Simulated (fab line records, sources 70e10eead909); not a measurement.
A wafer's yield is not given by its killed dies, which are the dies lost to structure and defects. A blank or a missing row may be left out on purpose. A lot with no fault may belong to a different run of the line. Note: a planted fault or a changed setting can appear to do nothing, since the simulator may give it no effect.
One fault through the eyes of 2 desks || flow nand harc || what lay behind the numbers comes last; until then each desk has only its own

AT THE TOOL OWNER'S DESK: grinder-01
The tool's own readings at NHARC_THIN_TSV_GRIND_00, given as means over the sampled wafers that have a number, one for each lot that went through this tool. Marked OUT: a lot whose mean sits more than 4 standard deviations from the usual mean, which makes it out of limits; the brackets give that distance.
Columns: A = motor current A at NHARC_THIN_TSV_GRIND_00, usual 11.996 A; B = slurry flow ml min at NHARC_THIN_TSV_GRIND_00, usual 150.0
{"lot": "L599", "first seen here": "day 24 12:02", "A": 11.981, "B": 150.2}
{"lot": "L603", "first seen here": "day 25 01:28", "A": 11.980, "B": 149.3}
{"lot": "L601", "first seen here": "day 25 02:52", "A": 12.005, "B": 150.2}
{"lot": "L604", "first seen here": "day 25 03:40", "A": 12.007, "B": 150.3}
{"lot": "L605", "first seen here": "day 26 08:29", "A": 11.997, "B": 149.8}
{"lot": "L608", "first seen here": "day 26 20:08", "A": 12.000, "B": 150.6}
{"lot": "L607", "first seen here": "day 26 21:20", "A": 11.992, "B": 150.0}
{"lot": "L609", "first seen here": "day 27 22:14", "A": 11.992, "B": 149.8}
{"lot": "L610", "first seen here": "day 28 03:37", "A": 11.971, "B": 149.5}
{"lot": "L613", "first seen here": "day 29 06:21", "A": 11.985, "B": 150.1}
{"lot": "L621", "first seen here": "day 32 18:37", "A": 12.010, "B": 150.1}
{"lot": "L622", "first seen here": "day 33 08:37", "A": 12.003, "B": 150.1}
Result from this desk: across the 12 lots, nothing is out of limits.

FROM THE METROLOGY DESK
Lot by lot, what the gauges showed, no matter which tool ran the lot: averages of those sampled wafers that carry a number. Marked OUT: a lot whose mean sits more than 4 standard deviations from the usual mean, which makes it out of limits; the brackets give that distance.
Columns: A = cd nm at NHARC_THIN_TSV_CD_MEAS_12, usual 999.7 nm
{"lot": "L599", "first seen here": "day 24 13:52", "A": 997.8}
{"lot": "L603", "first seen here": "day 25 03:41", "A": 996.4}
{"lot": "L601", "first seen here": "day 25 05:01", "A": 1000.3}
{"lot": "L604", "first seen here": "day 25 06:05", "A": 999.5}
{"lot": "L605", "first seen here": "day 26 10:54", "A": 997.5}
{"lot": "L608", "first seen here": "day 26 22:33", "A": 1001.0}
{"lot": "L607", "first seen here": "day 26 23:46", "A": 1000.4}
{"lot": "L609", "first seen here": "day 28 00:23", "A": 999.7}
{"lot": "L610", "first seen here": "day 28 06:10", "A": 1001.7}
{"lot": "L613", "first seen here": "day 29 08:38", "A": 1002.2}
{"lot": "L621", "first seen here": "day 32 20:58", "A": 1002.5}
{"lot": "L622", "first seen here": "day 33 11:08", "A": 998.2}
Result from this desk: across the 12 lots, nothing is out of limits.

BROUGHT TOGETHER
The desk of the tool owner found nothing out of limits.
Nothing out of limits was seen by the metrology desk.

WHAT THE SIMULATOR HAD INSERTED
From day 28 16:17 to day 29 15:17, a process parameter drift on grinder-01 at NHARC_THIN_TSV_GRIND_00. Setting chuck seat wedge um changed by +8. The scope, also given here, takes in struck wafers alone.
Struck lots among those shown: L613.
